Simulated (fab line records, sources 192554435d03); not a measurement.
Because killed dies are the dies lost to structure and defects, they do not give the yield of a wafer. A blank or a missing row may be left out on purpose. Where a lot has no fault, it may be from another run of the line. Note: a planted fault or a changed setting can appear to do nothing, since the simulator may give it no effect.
Matching of chambers    flow n5_finfet    N5_FIN_SAQP_MANDREL1_REMOVE_56 on rie_si-02 has 4 sister chambers
The step chemistry HBr/Cl2/O2, target a-Si, stops on SiNx, bt time 10 s. 7 wafers are shown with their chamber, then 6 later ones without.

WAFERS WITH THEIR CHAMBER
wafer   chamber  drypump_motor_current_A (A)  throttle_valve_pct (%)
L786.1  0        5.2                          37.03
L786.2  3        5.6                          36.76
L786.5  3        5.6                          36.75
L788.3  1        6.1                          36.75
L788.5  1        6.0                          36.75
L792.1  2        5.4                          36.70
L792.4  2        5.4                          36.72

WAFERS WITH NO CHAMBER GIVEN
wafer   drypump_motor_current_A (A)  throttle_valve_pct (%)
L792.6  5.6                          36.75
L794.2  5.2                          37.02
L794.3  5.4                          36.71
L794.6  5.2                          37.01
L796.1  5.4                          36.72
L796.3  6.1                          36.76

EACH ONE'S CHAMBER
wafer   from the rows above  in truth
L792.6  3                    3
L794.2  0                    0
L794.3  2                    2
L794.6  0                    0
L796.1  2                    2
L796.3  1                    1
6 of 6 placed correctly. Not placeable from these rows: 0. Wrongly placed: 0.
How it was worked out, from the rows above alone: a wafer's distance from a chamber is the root of the sum, over the readings, of the square of ((its reading less the chamber's mean) divided by the reading's scatter). The wafer belongs to the nearest chamber; if the next one is less than 2 further off, it can't be placed. Each chamber's mean is taken over the wafers shown for it. The scatter: the root of (the sum of the squares of (reading less its chamber's mean) over the shown wafers, divided by (wafers less chambers)).
